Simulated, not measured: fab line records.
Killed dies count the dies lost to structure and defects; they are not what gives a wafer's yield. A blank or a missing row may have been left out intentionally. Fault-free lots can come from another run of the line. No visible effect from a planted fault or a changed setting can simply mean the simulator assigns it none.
fab line records    flow nand_harc
record lots=7  wafers=21  last_day=24
route steps=1159 shown P_CONTACT@241 P_M0@253
lots with no fault: from the same line, run without faults
start_h: start of the lot's first displayed wafer, in hours after the record's first day    wait_h: hours elapsed since this lot's preceding step    " as in the row above    L1.1+2: one row covering several wafers at once    - value missing, or start not given    * or withheld: withheld    < > ~ a bound
route shown NAME@n: names a module that has steps shown in the file, with the first one's number in the route    usual: mean/standard deviation of fault-free wafers    same: alike in all rows    chamber/n: place in a boat    sites: readings site by site    _std_site: standard deviation of those values    _edge_site: the outer-site mean with the inner-site mean subtracted    radius_mm: how far each site lies from the wafer's centre    mask NAME#n: copy n    behind: the most recent tool/chamber to have shaped the wafer    hold: the reason the lot was held/the length of the hold in hours/how it ended    device: names the non-switching transistor (n, p or np)    end of line: at the end of the route, the tests of the same wafers    where a step has no rows: the recipe by itself    killed: dies lost to structure and defects at the first sort, not the wafer's yield    map: a wafer's dies, x killed, . not, _ none there
set.NAME: the run value of the setting; set.NAME@STEP: its run value at that earlier step    model.NAME: the simulator's own value behind a step, which no gauge read
certain route steps with their lots: each step a table, each wafer a row
services: a tool's chamber out of use, with start hour (start_h, from the record's first day; less than 0 if before it), hours out, and reason
## steps
# step NHARC_P_CONTACT_CD_MEAS_19
# usual cd_nm=89.7/1.9
lot.wafer  tool       chamber  start_h  wait_h  cd_nm
L495.1     cd_sem-03  -        116.70   -       89.7
L495.5     "          -        "        "       85.1
L495.6     "          -        "        "       89.2
L505.1     cd_sem-03  -        185.88   -       90.8
L505.4     "          -        "        "       89.5
L505.5     "          -        "        "       89.5
L506.1     cd_sem-01  -        187.44   -       86.9
L506.2     "          -        "        "       91.1
L506.6     "          -        "        "       90.7
L508.2     cd_sem-02  -        192.08   -       89.0
L508.3     "          -        "        "       86.5
L508.6     "          -        "        "       85.0
L510.2     cd_sem-02  -        204.45   -       90.3
L510.4     "          -        "        "       87.9
L510.6     "          -        "        "       88.6
L517.1     cd_sem-02  -        250.58   -       90.7
L517.4     "          -        "        "       88.6
L517.6     "          -        "        "       92.6
L516.1     cd_sem-02  -        251.91   -       88.4
L516.2     "          -        "        "       90.9
L516.5     "          -        "        "       91.1
# step NHARC_P_CONTACT_STRIP_28
# recipe o2_flow_sccm=500  ar_flow_sccm=0  bias_w=0  chemistry=O2
# step NHARC_P_CONTACT_STRIP_29
# recipe time_s=1200  temp_c=72.5  chemistry=post_etch_residue_remover
# step NHARC_P_CONTACT_DEGAS_38
# recipe temp_c=300  time_s=60
# usual heater_power_w=445/33
lot.wafer  tool            chamber  start_h  wait_h  heater_power_w
L495.1     pvd_sputter-02  -        117.44   -       409
L495.5     "               -        "        "       432
L495.6     "               -        "        "       402
L505.1     pvd_sputter-03  -        186.60   -       486
L505.4     "               -        "        "       436
L505.5     "               -        "        "       439
L506.2     pvd_sputter-03  -        188.17   -       502
L506.1     "               -        "        "       491
L506.6     "               -        "        "       433
L508.3     pvd_sputter-03  -        192.79   -       429
L508.2     "               -        "        "       430
L508.6     "               -        "        "       433
L510.2     pvd_sputter-02  -        205.17   -       443
L510.4     "               -        "        "       406
L510.6     "               -        "        "       455
L517.1     pvd_sputter-01  -        251.29   -       484
L517.4     "               -        "        "       398
L517.6     "               -        "        "       457
L516.1     pvd_sputter-03  -        252.62   -       503
L516.2     "               -        "        "       436
L516.5     "               -        "        "       505
# step NHARC_P_CONTACT_PRE_CLEAN_39
# recipe time_s=19.5  bias_v=250  gas=Ar
# step NHARC_P_CONTACT_PVD_32
# recipe target_thk_a=50  chamber_pressure_pa=5  power_w=5000  substrate_temp_c=200  time_s=17.7  material=Ti
# usual throttle_valve_pct=30.0/0.89
lot.wafer  tool            chamber  start_h  wait_h  throttle_valve_pct
L495.1     pvd_sputter-02  -        -        -       31.1
L495.5     "               -        "        "       28.7
L495.6     "               -        "        "       30.7
L505.1     pvd_sputter-03  -        -        -       30.5
L505.4     "               -        "        "       29.3
L505.5     "               -        "        "       30.2
L506.2     pvd_sputter-03  -        -        -       29.3
L506.1     "               -        "        "       30.9
L506.6     "               -        "        "       30.5
L508.2     pvd_sputter-03  -        -        -       29.4
L508.3     "               -        "        "       29.4
L508.6     "               -        "        "       29.7
L510.2     pvd_sputter-02  -        -        -       30.4
L510.4     "               -        "        "       30.6
L510.6     "               -        "        "       30.6
L517.1     pvd_sputter-01  -        -        -       30.4
L517.4     "               -        "        "       31.1
L517.6     "               -        "        "       30.4
L516.2     pvd_sputter-03  -        -        -       29.2
L516.1     "               -        "        "       31.1
L516.5     "               -        "        "       29.3
# step NHARC_P_CONTACT_ALD_22
# recipe target_thk_a=30  pulse_time_s=1  ald_cycles=150  temp_c=450  material=TiN
# usual heater_power_w=1072/100  precursor_pulse_height_rel=0.999/0.02
# same pulse_time_s=1
lot.wafer  tool          chamber  start_h  wait_h  heater_power_w  precursor_pulse_height_rel  since_wet_clean_h
L495.1     ald_metal-01  3        117.72   -       947             1.011                       6
L495.5     "             0        "        "       1077            1.005                       -
L495.6     "             1        "        "       928             1.004                       -
L505.4     ald_metal-01  1        186.84   -       923             0.996                       75
L505.1     "             3        "        "       966             1.001                       75
L505.5     "             2        "        "       1204            1.018                       -
L506.2     ald_metal-04  2        188.42   -       1203            0.981                       128
L506.1     "             0        "        "       1063            1.007                       128
L506.6     "             2        "        "       1185            0.964                       -
L508.3     ald_metal-01  2        193.03   -       1196            1.024                       81
L508.2     "             0        "        "       1070            0.979                       81
L508.6     "             2        "        "       1197            0.990                       -
L510.2     ald_metal-02  0        205.40   -       1045            0.988                       9
L510.4     "             1        "        "       1090            1.043                       9
L510.6     "             1        "        "       1094            0.999                       -
L517.1     ald_metal-01  0        251.56   -       1090            1.017                       140
L517.4     "             2        "        "       1230            1.001                       140
L517.6     "             3        "        "       964             0.998                       -
L516.1     ald_metal-02  0        252.96   -       1077            0.993                       57
L516.2     "             2        "        "       1103            1.023                       57
L516.5     "             0        "        "       1032            0.974                       -
# step NHARC_P_CONTACT_CVD_23
# recipe target_thk_a=2000  temp_c=300  pressure_torr=40  wf6_flow_sccm=40  h2_flow_sccm=1600  ar_flow_sccm=1560  time_s=557  material=W
# usual heater_power_w=452/34  throttle_valve_pct=8.09/0.22
lot.wafer  tool      chamber  start_h  wait_h  heater_power_w  since_wet_clean_h  throttle_valve_pct
L495.1     cvd_w-02  1        -        -       463             95                 7.87
L495.5     "         0        "        "       483             -                  8.33
L495.6     "         1        "        "       461             -                  7.72
L505.1     cvd_w-01  0        -        -       386             64                 8.12
L505.4     "         0        "        "       399             -                  8.26
L505.5     "         1        "        "       472             -                  7.92
L506.1     cvd_w-01  0        -        -       396             64                 8.13
L506.2     "         1        "        "       479             64                 8.04
L506.6     "         1        "        "       472             -                  8.04
L508.2     cvd_w-02  0        -        -       471             166                8.38
L508.3     "         0        "        "       487             -                  8.54
L508.6     "         0        "        "       478             -                  8.37
L510.2     cvd_w-01  0        -        -       388             90                 8.59
L510.4     "         0        "        "       405             -                  8.05
L510.6     "         0        "        "       384             -                  8.48
L517.1     cvd_w-01  0        -        -       399             126                8.12
L517.4     "         0        "        "       402             -                  8.18
L517.6     "         1        "        "       475             -                  7.95
L516.2     cvd_w-01  1        -        -       474             127                8.06
L516.1     "         0        "        "       400             127                8.31
L516.5     "         1        "        "       484             -                  8.07
# step NHARC_P_CONTACT_CMP_24
# recipe t_overpolish_s=30  target_thk_nm=200
# usual motor_current_A=12.3/1.1  overpolish_run_s=30.000/0.0096  time_to_endpoint_s=39.1/2.9
lot.wafer  tool    chamber  start_h  wait_h  motor_current_A  overpolish_run_s  time_to_endpoint_s
L495.1     cmp-04  3        122.94   0.5     10.9             30.007            38.4
L495.5     "       3        "        "       10.3             30.009            40.0
L495.6     "       0        "        "       12.8             29.986            41.7
L505.4     cmp-04  1        190.45   0.4     12.9             29.991            38.8
L505.1     "       2        "        "       10.6             29.998            44.5
L505.5     "       1        "        "       13.2             29.992            38.2
L506.1     cmp-03  3        190.98   0.6     11.4             30.001            37.5
L506.2     "       1        "        "       11.6             30.018            38.6
L506.6     "       2        "        "       15.1             30.001            43.3
L508.2     cmp-03  3        193.88   0.5     11.9             30.003            39.3
L508.3     "       0        "        "       13.9             29.997            42.7
L508.6     "       0        "        "       12.9             30.011            42.1
L510.4     cmp-04  1        216.58   0.4     13.1             30.001            36.8
L510.2     "       2        "        "       11.5             30.007            41.8
L510.6     "       1        "        "       12.9             29.995            34.5
L517.4     cmp-03  3        252.39   0.4     11.7             30.008            40.0
L517.1     "       0        "        "       13.4             30.006            43.5
L517.6     "       0        "        "       13.7             29.988            41.6
L516.1     cmp-02  2        253.83   0.5     13.0             30.017            36.2
L516.2     "       0        "        "       12.6             30.006            39.7
L516.5     "       2        "        "       12.1             30.013            38.6
# step NHARC_P_CONTACT_SRD_26
# step NHARC_P_CONTACT_INSPECT_27
# usual raw_defect_count=291/130
lot.wafer  tool               chamber  start_h  wait_h  raw_defect_count
L495.1     defect_inspect-02  -        123.34   0.1     460
L495.5     "                  -        "        "       635
L495.6     "                  -        "        "       647
L505.1     defect_inspect-01  -        190.82   0.1     137
L505.4     "                  -        "        "       107
L505.5     "                  -        "        "       211
L506.1     defect_inspect-02  -        191.35   0.1     332
L506.2     "                  -        "        "       310
L506.6     "                  -        "        "       240
L508.2     defect_inspect-02  -        194.29   0.1     247
L508.3     "                  -        "        "       212
L508.6     "                  -        "        "       121
L510.2     defect_inspect-01  -        216.95   0.1     242
L510.4     "                  -        "        "       183
L510.6     "                  -        "        "       130
L517.1     defect_inspect-01  -        252.80   0.1     455
L517.4     "                  -        "        "       329
L517.6     "                  -        "        "       401
L516.1     defect_inspect-02  -        254.20   0.1     308
L516.2     "                  -        "        "       431
L516.5     "                  -        "        "       282
# step NHARC_P_M0_DEP_00
# recipe target_thk_a=1500  target_thk_nm=150  temp_c=withheld  pressure_torr=5  flow_sccm=200  rf_w=600  material=SiOC
# usual chamber_pressure_Torr=5.000/0.012  rf_fwd_power_W=598.9/1.9
lot.wafer  tool      chamber  start_h  wait_h  chamber_pressure_Torr  rf_fwd_power_W  since_wet_clean_h
L495.1     pecvd-04  0        123.40   0.1     4.987                  596.4           96
L495.5     "         0        "        "       4.992                  595.2           -
L495.6     "         2        "        "       5.006                  600.6           -
L505.1     pecvd-04  1        190.89   0.1     -                      -               -
L505.5     "         1        "        "       -                      -               -
L505.4     "         2        "        "       -                      -               -
L506.1     pecvd-01  2        191.42   0.1     -                      -               -
L506.2     "         1        "        "       -                      -               -
L506.6     "         0        "        "       -                      -               -
L508.3     pecvd-04  0        194.40   0.1     -                      -               -
L508.2     "         1        "        "       -                      -               -
L508.6     "         1        "        "       -                      -               -
L510.2     pecvd-04  2        217.02   0.1     4.981                  596.8           9
L510.4     "         2        "        "       5.003                  597.2           -
L510.6     "         0        "        "       4.994                  600.9           -
L517.1     pecvd-03  2        252.87   0.1     4.982                  596.0           129
L517.4     "         2        "        "       4.980                  598.2           -
L517.6     "         1        "        "       5.002                  601.2           -
L516.1     pecvd-01  0        254.27   0.1     5.010                  600.9           4
L516.2     "         2        "        "       5.005                  598.9           4
L516.5     "         2        "        "       4.987                  601.4           -
# step NHARC_P_M0_DEHYDRATE_01
# recipe temp_c=150  time_s=120
## services
tool            chamber  start_h  hours  kind
pecvd-01        0        99.34    8.4    repair
ald_metal-01    -        102.00   10.0   pm
pvd_sputter-03  -        102.02   10.0   pm
cmp-04          -        105.01   4.0    pm
cvd_w-01        -        113.25   13.0   pm
ald_metal-01    -        129.47   2.4    repair
pvd_sputter-03  -        136.77   1.8    repair
cmp-03          -        156.11   4.0    pm
cmp-03          -        171.35   2.6    repair
pecvd-04        -        195.32   13.0   pm
cmp-04          -        198.58   2.2    repair
pvd_sputter-03  -        201.02   6.9    repair
cmp-04          -        202.03   1.2    repair
pvd_sputter-02  -        206.51   0.8    repair
pvd_sputter-02  -        214.01   10.0   pm
cmp-03          -        216.21   0.3    repair
cmp-03          -        223.91   0.5    repair
cmp-04          -        225.27   1.4    repair
pecvd-04        -        229.70   0.8    repair
ald_metal-01    2        233.34   1.9    repair
cmp-03          -        238.10   1.6    repair
pecvd-04        -        240.67   0.9    repair
cvd_w-01        1        246.55   4.5    repair
cmp-03          -        253.79   0.4    repair
## key
first_sign step=NHARC_P_M0_DEP_00  reading=tool_record  direction=missing
effect none on later readings
met_at NHARC_P_M0_DEP_00
struck_wafers L505.1,L505.4,L505.5,L506.1,L506.2,L506.6,L508.2,L508.3,L508.6
later_rows_left_out L505.1,L505.4,L505.5,L506.1,L506.2,L506.6,L508.2,L508.3,L508.6
sort_left_out L505.1,L505.4,L505.5,L506.1,L506.2,L506.6,L508.2,L508.3,L508.6
onset_between 123.40 190.89
fault kind=skipped_step_whole  tool=pecvd-01,pecvd-04  chamber=-  onset_h=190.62  steps=NHARC_P_M0_DEP_00  scope=struck_lots_only
# sort_left_out: the simulated sort isn't trusted on such a fault, so these wafers' sort isn't shown, and their yield isn't known
# later_rows_left_out: the simulator's readings of these wafers behind a module that went badly wrong aren't trusted and aren't shown, but for the sort
